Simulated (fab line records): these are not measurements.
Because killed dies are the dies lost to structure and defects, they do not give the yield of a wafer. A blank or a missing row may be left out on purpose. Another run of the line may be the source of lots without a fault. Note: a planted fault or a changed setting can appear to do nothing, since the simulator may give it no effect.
fab line records	flow n5_finfet
record lots=5	wafers=15	last_day=17
route steps=1938 shown MOL_CONTACT_COAG@535 PASSIVATION@1936
lots that met no fault: taken from a fault-free run of the same line
start_h: start of the lot's first displayed wafer, in hours after the record's first day	wait_h: hours since the lot's step before	" identical to the entry in the row above	L1.1+2: several wafers, shown together as one row	- value missing, or start not given	* or withheld: withheld	< > ~ a bound
route shown NAME@n: NAME is a module with steps in the file, n the number in the route of the first one	usual: the fault-free wafers' mean and standard deviation	same: alike in all rows	chamber/n: place in a boat	sites: the reading at each site	_std_site: standard deviation of those values	_edge_site: the outer-site mean with the inner-site mean subtracted	radius_mm: how far each site lies from the wafer's centre	mask NAME#n: copy n	behind: the tool/chamber that last shaped the wafer	hold: cause of the lot's hold/its duration in hours/its outcome	device: the transistor (n, p or np) that didn't switch	end of line: tests run on the same wafers once the route is complete	a step given without rows: its recipe and nothing more	killed: dies that structure and defects cost at the first sort, which is not the same as the wafer's yield	map: dies across one wafer; x = killed, . = not, _ = none there
set.NAME: the setting the step ran with; set.NAME@STEP: the setting that earlier step ran with	model.NAME: the simulator's own value behind a step, which no gauge read
a table for each step, a row for each wafer; lots at some steps of the route
services: from which hour (start_h, from the record's first day; less than 0 if before it) a tool's chamber was out of use, for how many hours, and why
## steps
# step N5_MOL_CONTACT_COAG_CONTACT_ETCH_14
# recipe chemistry=C4F6/O2	target=SiO2	target_depth_a=275	overetch_a=85	mask_material=SOC	pressure_mtorr=30	source_w=370	bias_w=185	Ar_flow_sccm=300	C4F6_flow_sccm=16	O2_flow_sccm=10	time_s=20	ion_energy_ev=259.6
# step N5_MOL_CONTACT_COAG_STRIP_109
# recipe chemistry=C4F6/O2	resist=SiARC	rf_frequency_hz=6e+07
# step N5_MOL_CONTACT_COAG_ETCH_15
# recipe chemistry=CH3F/O2	target=SiNx	target_depth_a=70	mask_material=SOC	stop_on=Si:P	over_etch_frac=0.75	ion_energy_ev=120	pressure_mtorr=30	source_w=395	bias_w=73	Ar_flow_sccm=150	CH3F_flow_sccm=30	O2_flow_sccm=20
# usual CH3F_flow_sccm=29.99/0.083	chamber_pressure_mTorr=30.000/0.029	drypump_motor_current_A=5.5/0.32	oes_product_au=0.57/0.051	rf_vpp_V=298/5.8	showerhead_plenum_p_Torr=2.01/0.057	throttle_valve_pct=16.49/0.19
lot.wafer	tool	chamber	start_h	wait_h	CH3F_flow_sccm	chamber_pressure_mTorr	drypump_motor_current_A	oes_product_au	rf_hours_counter_h	rf_vpp_V	showerhead_plenum_p_Torr	throttle_valve_pct
L183.2	rie_diel-01	3	106.99	0.0	29.98	30.002	5.7	0.55	162	299	2.00	16.54
L183.3	"	1	"	"	29.97	29.993	5.7	0.72	2	302	2.05	16.17
L183.5	"	3	"	"	29.96	30.027	5.7	0.55	-	301	2.00	16.54
L188.2	rie_diel-02	3	135.16	0.0	30.07	29.992	5.1	0.55	166	307	2.08	16.73
L188.3	"	2	"	"	29.89	30.000	5.2	0.53	189	306	1.91	16.80
L188.6	"	0	"	"	30.17	30.024	6.2	0.57	-	293	1.93	16.26
L194.1	rie_diel-06	0	174.47	0.0	30.00	29.996	5.2	0.52	201	293	2.07	16.71
L194.5	"	0	"	"	29.96	30.006	5.2	0.53	-	291	2.07	16.72
L194.6	"	1	"	"	29.86	30.022	5.2	0.71	-	302	1.98	16.20
L199.1	rie_diel-06	2	203.75	0.0	30.01	29.989	5.1	0.51	212	298	2.08	16.57
L199.5	"	3	"	"	30.02	29.995	5.9	0.55	-	287	1.92	16.49
L199.6	"	0	"	"	30.05	29.948	5.2	0.52	-	292	2.06	16.74
L201.1	rie_diel-01	3	215.49	0.0	30.03	30.006	5.7	0.53	198	301	1.98	16.61
L201.3	"	1	"	"	30.04	30.027	5.8	0.64	39	304	2.03	16.23
L201.4	"	0	"	"	30.02	30.027	5.7	0.60	83	298	2.03	16.45
# step N5_MOL_CONTACT_COAG_ETCH_110
# recipe chemistry=CF4/O2	target=Si	target_depth_a=25	time_s=8	pressure_mtorr=100	source_w=200	bias_w=12	ion_energy_ev=60	Ar_flow_sccm=100	cf4_flow_sccm=100	O2_flow_sccm=10
# usual chamber_pressure_mTorr=100.00/0.088	drypump_motor_current_A=5.5/0.33	oes_product_au=0.78/0.072	rf_vpp_V=127.7/2.7	showerhead_plenum_p_Torr=2.23/0.057	throttle_valve_pct=10.89/0.23
lot.wafer	tool	chamber	start_h	wait_h	chamber_pressure_mTorr	drypump_motor_current_A	oes_product_au	rf_hours_counter_h	rf_vpp_V	showerhead_plenum_p_Torr	throttle_valve_pct
L183.2	rie_diel-01	3	107.05	0.0	100.00	5.7	0.76	162	127.9	2.22	10.95
L183.3	"	1	"	"	99.80	5.7	0.99	2	133.1	2.28	10.48
L183.5	"	3	"	"	99.87	5.7	0.76	-	128.8	2.22	10.96
L188.2	rie_diel-02	3	135.22	0.0	100.00	5.1	0.75	166	131.2	2.30	11.08
L188.3	"	2	"	"	99.93	5.3	0.72	189	131.9	2.13	11.23
L188.6	"	0	"	"	100.13	6.2	0.79	-	125.4	2.15	10.72
L194.1	rie_diel-06	0	174.53	0.0	100.17	5.2	0.70	201	126.7	2.30	11.17
L194.5	"	0	"	"	99.96	5.2	0.71	-	124.5	2.30	11.17
L194.6	"	1	"	"	99.95	5.2	0.99	-	128.1	2.20	10.42
L199.1	rie_diel-06	2	203.81	0.0	99.96	5.1	0.68	212	128.4	2.29	11.02
L199.5	"	3	"	"	100.01	5.9	0.75	-	123.0	2.14	10.94
L199.6	"	0	"	"	100.13	5.2	0.70	-	124.6	2.29	11.21
L201.1	rie_diel-01	3	215.55	0.0	100.00	5.7	0.74	198	127.7	2.20	11.05
L201.3	"	1	"	"	99.96	5.7	0.89	39	131.1	2.26	10.59
L201.4	"	0	"	"	100.04	5.7	0.81	83	128.7	2.24	10.71
# step N5_MOL_CONTACT_COAG_STRIP_98
# recipe chemistry=N2/H2	power_w=500	temp_c=40	pressure_mtorr=50	rf_frequency_hz=6e+07	overash_fraction=0.3	bias_power_w=8	h2_frac=0.5	n2_flow_sccm=300	h2_flow_sccm=300
# usual bias_power_w=7.996/0.022	chamber_pressure_mTorr=50.00/0.079	drypump_motor_current_A=5.5/0.32	oes_product_au=0.78/0.075	rf_vpp_V=54.1/1.6	showerhead_plenum_p_Torr=3.36/0.094	throttle_valve_pct=19.0/0.34
lot.wafer	tool	chamber	start_h	wait_h	bias_power_w	chamber_pressure_mTorr	drypump_motor_current_A	oes_product_au	rf_hours_counter_h	rf_vpp_V	showerhead_plenum_p_Torr	throttle_valve_pct
L183.2	rie_diel-01	3	107.10	0.0	7.956	49.97	5.7	0.76	162	54.0	3.34	19.0
L183.3	"	1	"	"	7.987	50.09	5.7	1.01	2	53.6	3.42	18.4
L183.5	"	3	"	"	7.929	50.08	5.7	0.76	-	52.8	3.34	19.0
L188.2	rie_diel-02	3	135.26	0.0	8.021	50.08	5.1	0.76	166	53.6	3.50	19.6
L188.3	"	2	"	"	7.997	49.87	5.3	0.71	189	55.3	3.19	19.4
L188.6	"	0	"	"	7.987	50.12	6.1	0.79	-	54.4	3.23	18.9
L194.1	rie_diel-06	0	174.58	0.0	7.994	49.92	5.2	0.71	201	55.1	3.46	18.9
L194.5	"	0	"	"	7.995	49.95	5.2	0.71	-	55.2	3.46	18.9
L194.6	"	1	"	"	7.993	50.01	5.2	0.97	-	53.3	3.30	18.7
L199.1	rie_diel-06	2	203.86	0.0	7.985	50.15	5.1	0.70	212	52.6	3.45	18.9
L199.5	"	3	"	"	7.994	50.01	5.9	0.75	-	55.1	3.23	19.4
L199.6	"	0	"	"	7.998	49.99	5.2	0.71	-	55.3	3.45	18.9
L201.1	rie_diel-01	3	215.60	0.0	8.029	49.97	5.7	0.73	198	54.2	3.33	19.1
L201.3	"	1	"	"	8.021	50.01	5.8	0.88	39	53.6	3.40	18.4
L201.4	"	0	"	"	8.011	50.01	5.7	0.82	83	53.2	3.40	18.9
# step N5_MOL_CONTACT_COAG_CD_MEAS_99
# recipe target_cd_nm=17.2	polarity=opening
# usual cd_nm=17.3/0.36
lot.wafer	tool	chamber	start_h	wait_h	cd_nm
L183.2	cd_sem-03	-	107.17	-	17.3
L183.3	"	-	"	"	17.0
L183.5	"	-	"	"	17.1
L188.2	cd_sem-01	-	135.34	-	17.0
L188.3	"	-	"	"	17.1
L188.6	"	-	"	"	17.9
L194.1	cd_sem-01	-	174.65	-	17.2
L194.5	"	-	"	"	17.6
L194.6	"	-	"	"	17.1
L199.1	cd_sem-01	-	203.93	-	16.8
L199.5	"	-	"	"	17.4
L199.6	"	-	"	"	17.1
L201.1	cd_sem-01	-	215.67	-	17.2
L201.3	"	-	"	"	16.8
L201.4	"	-	"	"	17.2
# step N5_MOL_CONTACT_COAG_IMPLANT_129
# recipe species=Ge	energy_kev=3	dose_cm2=6e+14	tilt_deg=0	rotation_deg=0
# step N5_MOL_CONTACT_COAG_PRECLEAN_111
# recipe chemistry=NF3:NH3	afs_cycles=1	temp_c=30	time_s=20	sublimation_temp_c=180	sublimation_time_s=60	pressure_torr=3	rf_power_w=30
# step N5_MOL_CONTACT_COAG_TI_SIL_19
# recipe material=Ti	target_thk_a=42	temp_c=200	chamber_pressure_pa=5	power_w=5000	time_s=15
# usual susceptor_temp_C=200.03/0.15	throttle_valve_pct=29.6/1.2
lot.wafer	tool	chamber	start_h	wait_h	susceptor_temp_C	throttle_valve_pct
L183.2	pvd_sputter-03	-	108.12	0.3	200.29	28.1
L183.3	"	-	"	"	200.02	31.1
L183.5	"	-	"	"	199.99	30.0
L188.2	pvd_sputter-03	-	135.83	0.2	199.83	28.4
L188.3	"	-	"	"	200.12	28.9
L188.6	"	-	"	"	199.95	31.2
L194.1	pvd_sputter-01	-	175.76	0.5	200.10	29.9
L194.5	"	-	"	"	200.06	30.2
L194.6	"	-	"	"	200.10	29.7
L199.1	pvd_sputter-02	-	205.22	0.2	200.21	29.4
L199.5	"	-	"	"	199.94	31.9
L199.6	"	-	"	"	200.09	29.5
L201.1	pvd_sputter-01	-	216.17	0.2	200.01	30.0
L201.3	"	-	"	"	200.34	30.5
L201.4	"	-	"	"	199.95	30.1
# step N5_MOL_CONTACT_COAG_ALD_20
# recipe material=TiN	target_thk_a=15	temp_c=400	ald_precursor_family=TiCl4	ald_co_reactant=NH3	pulse_time_s=1	purge_time_s=3	co_reactant_purge_time_s=2	co_reactant_pulse_time_s=2	ald_cycles=68	pressure_torr=3
# step N5_MOL_CONTACT_COAG_SIL_ANNEAL_21
# recipe temp_c=550	time_s=60	ambient=N2
# step N5_MOL_CONTACT_COAG_PRE_CLEAN_141
# recipe gas=H2/He	time_s=60	temp_c=300
# step N5_MOL_CONTACT_COAG_SPUTTER_143
# recipe material=Co	target_thk_a=25	temp_c=25	chamber_pressure_pa=0.2
# usual susceptor_temp_C=25.00/0.12	throttle_valve_pct=29.6/1.2
lot.wafer	tool	chamber	start_h	wait_h	susceptor_temp_C	throttle_valve_pct	model.Co_of_MOL_CONTACT_COAG_SPUTTER_143.thk_nm
L183.2	pvd_sputter-01	-	109.38	0.0	24.98	30.2	2.4
L183.3	"	-	"	"	25.05	29.9	2.6
L183.5	"	-	"	"	24.99	30.1	2.6
L188.2	pvd_sputter-03	-	137.37	0.0	25.17	30.3	2.4
L188.3	"	-	"	"	24.90	28.4	2.4
L188.6	"	-	"	"	25.06	29.2	2.4
L194.1	pvd_sputter-01	-	177.14	0.0	25.15	29.8	2.2
L194.5	"	-	"	"	25.11	30.0	4.2
L194.6	"	-	"	"	25.05	29.8	4.2
L199.1	pvd_sputter-02	-	208.37	0.0	24.88	29.3	2.4
L199.5	"	-	"	"	25.14	29.3	2.4
L199.6	"	-	"	"	24.96	29.6	2.6
L201.1	pvd_sputter-02	-	217.48	0.0	24.89	29.4	2.6
L201.3	"	-	"	"	24.96	31.6	2.4
L201.4	"	-	"	"	24.73	29.8	2.4
# step N5_MOL_CONTACT_COAG_CO_FILL_22
# recipe material=Co	target_thk_a=200	temp_c=200	precursor=CCTBA/H2	pressure_torr=30
# usual heater_power_w=234/32	susceptor_temp_C=200.02/0.16
lot.wafer	tool	chamber	start_h	wait_h	heater_power_w	susceptor_temp_C
L183.2	cvd_co-02	0	109.54	0.1	266	199.93
L183.3	"	1	"	"	258	200.19
L183.5	"	1	"	"	255	199.95
L188.2	cvd_co-02	0	137.49	0.1	255	199.95
L188.3	"	2	"	"	192	199.99
L188.6	"	1	"	"	227	199.91
L194.1	cvd_co-02	2	177.28	0.1	193	200.14
L194.5	"	2	"	"	193	200.01
L194.6	"	1	"	"	227	199.92
L199.1	cvd_co-01	0	208.50	0.1	205	200.02
L199.5	"	1	"	"	259	199.82
L199.6	"	0	"	"	197	200.05
L201.1	cvd_co-02	2	217.61	0.1	194	199.90
L201.3	"	0	"	"	254	200.18
L201.4	"	1	"	"	217	200.17
# step N5_PASSIVATION_PROBE_49
# usual killed_at_M0_to_M3=35/12	killed_at_M4_up=13/5.8	killed_at_contacts=12/5.5	killed_at_front_end=36/9.9	killed_at_other=4/3.7	killed_dies=101/18	killed_open=66/13	killed_short=33/8
# same gross_dies=1180	killed_at_back_side=0
lot.wafer	tool	chamber	start_h	wait_h	killed_at_M0_to_M3	killed_at_M4_up	killed_at_contacts	killed_at_front_end	killed_at_other	killed_dies	killed_open	killed_short
L194.1	prober-01	-	373.91	0.0	23	15	13	35	4	90	59	31
L194.5	prober-01	-	374.11	0.2	41	6	11	37	4	99	68	30
L194.6	prober-01	-	374.16	0.3	41	18	6	37	7	109	67	39
# killed by level:class
L194.1 FIN_SAQP:geometric_particle:open=11 BEOL_M0_SAQP:geometric_particle:open=10 MOL_CONTACT_COAG:geometric_particle:open=9 BEOL_M3:geometric_particle:open=7 FIN_SAQP:geometric_particle:short=6 GATE_CUT:geometric_particle:short=6 STI_FIN_REVEAL:geometric_particle:open=4 MOL_CONTACT_COAG:geometric_particle:short=4
L194.5 BEOL_M0_SAQP:geometric_particle:short=11 MOL_CONTACT_COAG:geometric_particle:open=10 STI_FIN_REVEAL:geometric_particle:open=7 BEOL_M0_SAQP:geometric_particle:open=7 BEOL_M2:geometric_particle:open=7 BEOL_M3:geometric_particle:open=7 FIN_SAQP:geometric_particle:open=6 STARTING-WAFER:geometric_particle:short=5
L194.6 BEOL_M0_SAQP:geometric_particle:short=15 BEOL_M0_SAQP:geometric_particle:open=12 FIN_SAQP:geometric_particle:short=8 STI_FIN_REVEAL:geometric_particle:open=6 BEOL_M4:geometric_particle:open=6 FIN_SAQP:geometric_particle:open=5 GATE_CUT:geometric_particle:short=5 MOL_CONTACT_COAG:geometric_particle:open=5
## services
tool	chamber	start_h	hours	kind
rie_diel-01	2	84.59	4.7	repair
rie_diel-02	0	92.12	4.1	repair
rie_diel-06	3	93.50	2.2	repair
pvd_sputter-01	-	105.65	1.4	repair
cvd_co-02	1	114.67	-	clean
cvd_co-02	1	114.67	22.0	scheduled_down
cvd_co-02	1	114.67	22.0	vent_cycle
pvd_sputter-01	-	115.70	5.3	repair
rie_diel-06	1	144.17	-	clean
rie_diel-06	1	144.17	-	consumable_replace:focus_ring
rie_diel-06	1	144.17	14.5	scheduled_down
rie_diel-06	1	144.17	14.5	vent_cycle
cvd_co-01	-	167.86	6.9	pm
rie_diel-02	2	173.19	5.9	repair
rie_diel-06	1	176.21	35.1	repair
rie_diel-02	-	182.74	0.5	repair
rie_diel-02	2	192.53	6.0	repair
cvd_co-02	-	210.13	0.5	repair
## key
first_sign none at tools or gauges
model_effect step=N5_MOL_CONTACT_COAG_SPUTTER_143	value=Co_of_MOL_CONTACT_COAG_SPUTTER_143.thk_nm	without=2.3	struck=4.2
met_at N5_MOL_CONTACT_COAG_SPUTTER_143
struck_wafers L194.5,L194.6
tester_left_out L194
onset_between 109.38 177.14
fault kind=process_parameter_drift	tool=pvd_sputter-01	chamber=-	onset_h=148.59	steps=N5_MOL_CONTACT_COAG_SPUTTER_143	channel=target_thk_a	offset=*	shape=step	end_h=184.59	scope=struck_wafers_only	acts_in=*	stated=*
# tester_left_out: of these lots the tester's yield and bins aren't shown, on N5 and GAA mostly nor the transistor test; their killed dies are dies lost to structure and defects alone, not to doping, threshold or leakage, so they don't give the yield
